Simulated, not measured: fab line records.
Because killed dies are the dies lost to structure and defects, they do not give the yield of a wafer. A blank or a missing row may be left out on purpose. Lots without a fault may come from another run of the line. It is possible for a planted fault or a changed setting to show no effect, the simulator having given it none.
fab line records	flow nand-harc
record lots=12	wafers=36	last-day=34
route steps=1302 shown A_CONTACT@1049 END@1302
lots with no fault: from the same line, run without faults
start-h: start of the lot's first displayed wafer, in hours after the record's first day	wait-h: how many hours have passed since the lot's step before this one	" as in the row above	L1.1+2: several wafers, shown together as one row	- either no value or no given start	* or withheld: withheld	< > ~ a bound
route shown NAME@n: a module of which the file shows steps, and the number in the route of the first	usual: mean/standard deviation taken from wafers without a fault	same: alike in all rows	chamber/n: place in a boat	sites: each site's reading	_std_site: the standard deviation of these	_edge_site: mean of outer sites minus mean of inner sites	radius-mm: for every site, how far away it sits from the centre of the wafer	mask NAME#n: copy n	behind: the most recent tool/chamber to have shaped the wafer	hold: why the lot went on hold/how many hours it stayed there/how the hold came to an end	device: the n, p or np transistor that did not switch	end of line: tests run on the same wafers once the route is complete	a step without rows: its recipe alone	killed: not the wafer's yield, but the dies lost to structure and defects at the first sort	map: a wafer's dies, marking killed ones x, the rest . and places with no die _
set.NAME: the setting that was run; set.NAME@STEP: the one run at that earlier step	model.NAME: the simulator's own value behind a step, which no gauge read
route steps across a sampled set of lots; one table per step, one row per wafer
services: a tool's chamber out of use, with start hour (start-h, from the record's first day; less than 0 if before it), hours out, and reason
## steps
# step NHARC_A_CONTACT_ETCH_126
# recipe source-w=withheld	pressure-mtorr=20	bias-v=3000	time-s=197	target-depth-a=19180	ar-flow-sccm=withheld	c4f8-flow-sccm=withheld	o2-flow-sccm=withheld	chemistry=C4F8/O2/Ar
lot.wafer	tool	chamber	start-h	wait-h	rf-hours-counter-h
L804.2	har-cap-etch-01	1	520.92	0.2	0
L804.4	"	1	"	"	-
L804.5	"	0	"	"	-
L806.1	har-cap-etch-02	0	533.97	0.1	90
L806.4	"	0	"	"	-
L806.6	"	0	"	"	-
L805.2	har-cap-etch-02	1	541.14	0.1	92
L805.1	"	0	"	"	92
L805.6	"	1	"	"	-
L809.2	har-cap-etch-03	0	567.14	0.1	54
L809.4	"	1	"	"	-
L809.5	"	0	"	"	-
L810.2	har-cap-etch-02	0	574.70	0.1	97
L810.4	"	0	"	"	-
L810.5	"	1	"	"	-
L811.1	har-cap-etch-01	0	577.71	0.2	12
L811.3	"	0	"	"	-
L811.4	"	1	"	"	-
L812.2	har-cap-etch-01	1	633.96	0.1	20
L812.3	"	0	"	"	-
L812.4	"	1	"	"	-
L819.4	har-cap-etch-03	1	665.34	0.1	-
L819.5	"	0	"	"	-
L819.6	"	1	"	"	-
L821.1	har-cap-etch-01	1	681.49	0.1	29
L821.4	"	0	"	"	-
L821.5	"	1	"	"	-
L824.4	har-cap-etch-03	0	710.92	0.1	-
L824.6	"	0	"	"	-
L824.5	"	1	"	"	-
L825.2	har-cap-etch-01	0	717.76	0.1	37
L825.4	"	1	"	"	-
L825.5	"	0	"	"	-
L826.1	har-cap-etch-02	0	747.48	0.1	126
L826.2	"	1	"	"	126
L826.5	"	1	"	"	-
# step NHARC_A_CONTACT_ETCH_106
# recipe target-depth-a=900	overetch-a=90	time-s=49.5	ion-energy-ev=100	cf4-flow-sccm=80	o2-flow-sccm=20	ar-flow-sccm=0	rf-w=300	bias-w=100	chemistry=CF4/O2
# usual drypump-motor-current-A=5.8/0.33	oes_f_703_au=1.000/0.0043	oes_o_777_au=1.000/0.0046	oes-product-au=1.002/0.011	rf-vpp-V=197.4/1.2	showerhead-plenum-p-Torr=1.31/0.048	throttle-valve-pct=13.396/0.0086
lot.wafer	tool	chamber	start-h	wait-h	drypump-motor-current-A	oes_f_703_au	oes_o_777_au	oes-product-au	rf-hours-counter-h	rf-vpp-V	showerhead-plenum-p-Torr	throttle-valve-pct
L804.4	rie-diel-04	1	523.97	0.1	5.6	1.007	1.001	0.990	23	198.1	1.30	13.410
L804.2	"	0	"	"	5.6	1.001	0.998	0.996	28	195.6	1.26	13.392
L804.5	"	2	"	"	6.2	1.004	0.998	1.016	-	198.0	1.37	13.397
L806.4	rie-diel-03	1	536.47	0.1	5.6	0.998	0.996	0.983	16	197.5	1.37	13.393
L806.1	"	2	"	"	6.6	0.992	1.009	0.985	22	194.5	1.24	13.410
L806.6	"	0	"	"	5.7	0.998	0.994	0.990	-	197.7	1.35	13.396
L805.2	rie-diel-04	0	543.66	0.1	5.6	0.997	0.996	0.999	1	196.7	1.26	13.401
L805.1	"	2	"	"	6.2	0.995	1.003	0.985	1	198.7	1.37	13.387
L805.6	"	1	"	"	5.6	1.002	1.001	1.000	-	196.9	1.30	13.393
L809.4	rie-diel-04	1	569.68	0.1	5.6	1.006	1.006	0.988	4	197.2	1.30	13.397
L809.2	"	2	"	"	6.2	1.000	1.006	0.993	4	198.7	1.37	13.388
L809.5	"	1	"	"	5.6	1.000	0.998	0.995	-	197.4	1.30	13.406
L810.4	rie-diel-04	3	577.20	0.1	5.5	1.003	1.006	1.019	7	197.6	1.36	13.405
L810.2	"	1	"	"	5.6	0.997	0.993	0.998	6	197.4	1.30	13.390
L810.5	"	0	"	"	5.6	1.002	0.995	1.001	-	196.3	1.25	13.402
L811.4	rie-diel-03	2	580.24	0.1	6.6	1.007	1.001	1.000	37	194.4	1.23	13.399
L811.3	"	3	"	"	6.3	0.997	1.005	0.985	40	196.8	1.32	13.382
L811.1	"	0	"	"	5.7	0.999	0.998	0.990	40	199.3	1.34	13.387
L812.4	rie-diel-04	0	636.69	0.1	5.6	1.000	0.997	1.002	14	196.9	1.25	13.408
L812.2	"	1	"	"	5.6	0.997	1.008	0.999	14	197.0	1.30	13.391
L812.3	"	3	"	"	5.5	0.997	1.002	1.012	14	198.3	1.35	13.409
L819.4	rie-diel-04	3	668.74	0.3	5.5	0.993	0.999	1.006	22	198.1	1.35	13.394
L819.6	"	3	"	"	5.5	1.002	0.998	1.017	-	198.3	1.35	13.381
L819.5	"	0	"	"	5.5	1.003	1.005	1.011	-	197.2	1.25	13.394
L821.1	rie-diel-02	3	684.03	0.1	6.1	1.006	0.994	1.016	35	196.9	1.31	13.398
L821.4	"	2	"	"	6.0	1.005	1.005	1.009	39	195.7	1.24	13.404
L821.5	"	3	"	"	6.1	0.992	1.008	1.008	-	198.0	1.31	13.397
L824.4	rie-diel-02	1	713.45	0.1	5.9	1.005	1.002	0.991	43	196.4	1.27	13.391
L824.6	"	3	"	"	6.2	0.994	0.996	1.008	-	196.5	1.30	13.397
L824.5	"	0	"	"	5.7	1.007	0.998	1.009	-	198.8	1.34	13.404
L825.4	rie-diel-04	3	720.36	0.1	5.5	1.002	1.000	1.015	0	198.6	1.35	13.379
L825.2	"	0	"	"	5.6	1.000	1.000	1.009	0	196.2	1.25	13.397
L825.5	"	1	"	"	5.6	0.998	1.002	0.997	-	197.0	1.29	13.405
L826.1	rie-diel-04	3	750.19	0.1	5.5	1.002	1.001	0.999	6	198.1	1.35	13.388
L826.2	"	1	"	"	5.6	0.997	0.997	0.979	4	196.7	1.29	13.402
L826.5	"	3	"	"	5.5	1.006	0.998	1.015	-	197.1	1.35	13.379
# step NHARC_A_CONTACT_SOFTBAKE_03
# recipe temp-c=105	time-s=55
# usual heater-power-total-W=188.45/0.13
lot.wafer	tool	chamber	start-h	wait-h	heater-power-total-W
L804.2	litho-track-04	0	528	-	188.34
L804.4	"	0	"	"	188.68
L804.5	"	0	"	"	188.31
L806.1	litho-track-06	0	539	-	188.25
L806.4	"	0	"	"	188.33
L806.6	"	0	"	"	188.36
L805.1	litho-track-06	0	547	-	188.47
L805.2	"	0	"	"	188.39
L805.6	"	0	"	"	188.29
L809.2	litho-track-04	0	572	-	188.77
L809.4	"	0	"	"	188.44
L809.5	"	0	"	"	188.74
L810.2	litho-track-01	0	579	-	188.41
L810.4	"	0	"	"	188.46
L810.5	"	0	"	"	188.26
L811.1	litho-track-04	0	583	-	188.44
L811.3	"	0	"	"	188.31
L811.4	"	0	"	"	188.62
L812.2	litho-track-01	0	640	-	222.68
L812.3	"	0	"	"	222.52
L812.4	"	0	"	"	222.63
L819.4	litho-track-01	0	671	-	222.45
L819.5	"	0	"	"	222.63
L819.6	"	0	"	"	222.69
L821.1	litho-track-06	0	690	-	188.30
L821.4	"	0	"	"	188.55
L821.5	"	0	"	"	188.47
L824.4	litho-track-04	0	716	-	188.40
L824.5	"	0	"	"	188.48
L824.6	"	0	"	"	188.35
L825.2	litho-track-01	0	724	-	188.55
L825.4	"	0	"	"	188.37
L825.5	"	0	"	"	188.31
L826.1	litho-track-04	0	756	-	188.31
L826.2	"	0	"	"	188.45
L826.5	"	0	"	"	188.33
# step NHARC_A_CONTACT_ETCH_30
# recipe target-depth-a=726	time-s=36.3	cf4-flow-sccm=100	chf3-flow-sccm=30	ar-flow-sccm=0	rf-w=500	bias-w=200	chemistry=CF4/CHF3
# usual drypump-motor-current-A=5.9/0.35	oes-product-au=0.938/0.02	rf-vpp-V=370.0/2.3	showerhead-plenum-p-Torr=1.55/0.061	throttle-valve-pct=16.803/0.0088
lot.wafer	tool	chamber	start-h	wait-h	drypump-motor-current-A	oes-product-au	rf-hours-counter-h	rf-vpp-V	showerhead-plenum-p-Torr	throttle-valve-pct
L804.2	rie-diel-04	3	-	-	5.5	0.933	25	370.4	1.60	16.815
L804.4	"	0	"	"	5.6	0.927	28	367.1	1.48	16.801
L804.5	"	3	"	"	5.5	0.938	-	372.5	1.60	16.794
L806.4	rie-diel-04	0	-	-	5.6	0.965	0	367.1	1.48	16.791
L806.1	"	2	"	"	6.2	0.966	0	370.6	1.62	16.793
L806.6	"	3	"	"	5.5	0.970	-	373.1	1.60	16.786
L805.1	rie-diel-04	3	-	-	5.5	0.938	2	373.0	1.60	16.800
L805.2	"	1	"	"	5.6	0.933	2	368.5	1.53	16.807
L805.6	"	2	"	"	6.3	0.917	-	372.0	1.61	16.804
L809.2	rie-diel-04	3	-	-	5.5	0.945	5	371.4	1.60	16.809
L809.4	"	2	"	"	6.2	0.929	5	373.0	1.61	16.802
L809.5	"	0	"	"	5.6	0.935	-	366.7	1.48	16.808
L810.4	rie-diel-04	3	-	-	5.5	0.950	7	373.4	1.60	16.814
L810.2	"	2	"	"	6.3	0.925	7	373.0	1.61	16.792
L810.5	"	3	"	"	5.5	0.945	-	372.7	1.60	16.803
L811.1	rie-diel-02	1	-	-	6.0	0.954	1	369.9	1.51	16.820
L811.4	"	2	"	"	6.0	0.973	1	367.5	1.47	16.800
L811.3	"	0	"	"	5.6	1.003	1	372.7	1.59	16.802
L812.4	rie-diel-02	2	-	-	6.0	0.931	23	366.2	1.47	16.816
L812.3	"	3	"	"	6.2	0.936	20	370.3	1.54	16.797
L812.2	"	1	"	"	5.9	0.912	20	367.8	1.50	16.802
L819.4	rie-diel-03	3	-	-	6.3	0.920	8	370.8	1.55	16.796
L819.5	"	1	"	"	5.6	0.927	-	371.2	1.60	16.803
L819.6	"	2	"	"	6.6	0.923	-	375.2	1.70	16.803
L821.4	rie-diel-04	1	-	-	5.6	0.920	23	368.1	1.53	16.793
L821.1	"	3	"	"	5.5	0.928	25	370.0	1.59	16.804
L821.5	"	0	"	"	5.6	0.948	-	366.8	1.48	16.811
L824.4	rie-diel-02	0	-	-	5.6	0.938	41	371.1	1.58	16.803
L824.5	"	2	"	"	6.0	0.929	-	365.8	1.46	16.815
L824.6	"	3	"	"	6.1	0.931	-	368.4	1.54	16.783
L825.2	rie-diel-04	1	-	-	5.6	0.917	1	367.6	1.53	16.814
L825.4	"	2	"	"	6.3	0.905	1	370.4	1.61	16.803
L825.5	"	1	"	"	5.6	0.914	-	371.1	1.53	16.812
L826.2	rie-diel-04	2	-	-	6.2	0.916	7	370.7	1.61	16.793
L826.1	"	3	"	"	5.5	0.933	8	371.5	1.59	16.807
L826.5	"	2	"	"	6.2	0.921	-	371.5	1.61	16.807
# step NHARC_END_SORT_01
# recipe temp-c=25
# usual killed-at-array=51/17	killed-at-other=1.0/1.2	killed-at-periphery=3.4/2.5	killed-dies=56/17	killed-open=3.3/2.1	killed-short=2.6/1.6
# same gross-dies=677
lot.wafer	tool	chamber	start-h	wait-h	killed-at-array	killed-at-other	killed-at-periphery	killed-dies	killed-open	killed-short
L819.4	prober-01	0	723.39	3.4	26	1	2	29	1	3
L819.5	prober-01	0	724.19	3.7	39	0	3	42	5	5
L819.6	prober-01	0	724.99	4.0	34	0	1	35	1	3
L821.1	prober-01	0	741.20	2.5	55	3	2	60	3	3
L821.4	prober-01	0	743.61	3.4	51	3	3	57	4	2
L821.5	prober-01	0	744.42	3.7	58	2	0	60	1	1
# killed by level:class
L819.4 A_CHANNEL_HOLE_D1:chamber-film-flake=14 A_SLIT:chamber-film-flake=5 A_CONTACT:chamber-film-flake=2 P_M0:geometric-particle:short=1 A_SOURCE_PLATE:geometric-particle:short=1 A_SOURCE_PLATE:geometric-particle:open=1 A_CHANNEL_HOLE_D2:geometric-particle:short=1 P_ZERO_WELL:chamber-film-flake=1
L819.5 A_CHANNEL_HOLE_D1:chamber-film-flake=20 A_SLIT:chamber-film-flake=5 A_STAIRCASE:chamber-film-flake=4 A_ONON_D2:geometric-particle:short=2 A_CHANNEL_FILL_D2:geometric-particle:short=2 A_CONTACT:chamber-film-flake=2 P_CONTACT:geometric-particle:open=1 P_M0:geometric-particle:open=1
L819.6 A_CHANNEL_HOLE_D1:chamber-film-flake=15 A_SLIT:chamber-film-flake=8 A_CONTACT:chamber-film-flake=3 A_WL_FILL:geometric-particle:short=2 A_WL_FILL:chamber-film-flake=2 A_WL_FILL:geometric-particle:open=1 A_M0:geometric-particle:short=1 P_GATE:chamber-film-flake=1
L821.1 A_SLIT:chamber-film-flake=23 A_CHANNEL_HOLE_D1:chamber-film-flake=18 A_WL_FILL:chamber-film-flake=3 A_CHANNEL_FILL_D1:geometric-particle:short=2 A_STAIRCASE:chamber-film-flake=2 A_CHANNEL_FILL_D1:chamber-film-flake=2 THIN_TSV:chamber-film-flake=2 P_CONTACT:geometric-particle:open=1
L821.4 A_SLIT:chamber-film-flake=31 A_CHANNEL_HOLE_D1:chamber-film-flake=13 P_CONTACT:geometric-particle:open=2 A_DECK1_JOINT:geometric-particle:short=2 A_STAIRCASE:chamber-film-flake=2 THIN_TSV:chamber-film-flake=2 P_M0:geometric-particle:open=1 A_ONON_D1:geometric-particle:open=1
L821.5 A_SLIT:chamber-film-flake=36 A_CHANNEL_HOLE_D1:chamber-film-flake=10 A_STAIRCASE:chamber-film-flake=7 A_CHANNEL_FILL_D2:geometric-particle:short=1 A_CONTACT:geometric-particle:open=1 A_CHANNEL_FILL_D1:chamber-film-flake=1 A_WL_FILL:chamber-film-flake=1 A_CONTACT:chamber-film-flake=1
## services
tool	chamber	start-h	hours	kind
har-cap-etch-01	-	497.00	17.0	pm
litho-track-01	-	505.00	7.0	pm
rie-diel-04	0	511.59	-	clean
rie-diel-04	1	511.59	-	clean
rie-diel-04	2	511.59	-	clean
rie-diel-03	1	518.37	15.8	repair
litho-track-06	-	529.00	7.0	pm
rie-diel-04	-	531.90	9.0	pm
litho-track-04	-	553.00	7.0	pm
rie-diel-02	-	572.22	9.0	pm
rie-diel-03	-	635.98	9.0	pm
litho-track-01	-	680.00	7.0	pm
rie-diel-03	2	686.75	4.4	repair
rie-diel-03	1	698.73	5.7	repair
har-cap-etch-02	-	702.83	0.5	repair
litho-track-06	-	704.00	7.0	pm
rie-diel-04	-	708.93	9.0	pm
litho-track-04	-	728.00	7.0	pm
rie-diel-04	1	728.03	7.0	repair
rie-diel-03	3	729.27	9.7	repair
rie-diel-02	1	730.55	5.9	repair
rie-diel-03	3	745.25	21.0	repair
rie-diel-02	-	749.38	9.0	pm
har-cap-etch-02	-	754.00	17.0	pm
## key
first-sign step=NHARC_A_CONTACT_SOFTBAKE_03	reading=heater-power-total-W	direction=up	sigmas=99+	usual=*	struck=*
effect none on later readings
met-at NHARC_A_CONTACT_SOFTBAKE_03
struck-lots L812,L819
tester-left-out L812,L819
not-acting-at NHARC_A_CONTACT_ETCH_126,NHARC_A_CONTACT_ETCH_106,NHARC_A_CONTACT_ETCH_30
onset-between 579 640
fault kind=process-parameter-drift	tool=litho-track-01	chamber=-	onset-h=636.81	steps=NHARC_A_CONTACT_SOFTBAKE_03	channel=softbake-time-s	offset=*	shape=step	end-h=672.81	acts-in=*	stated=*
# tester-left-out: of these lots the tester's yield and bins aren't shown, on N5 and GAA mostly nor the transistor test; their killed dies are dies lost to structure and defects alone, not to doping, threshold or leakage, so they don't give the yield
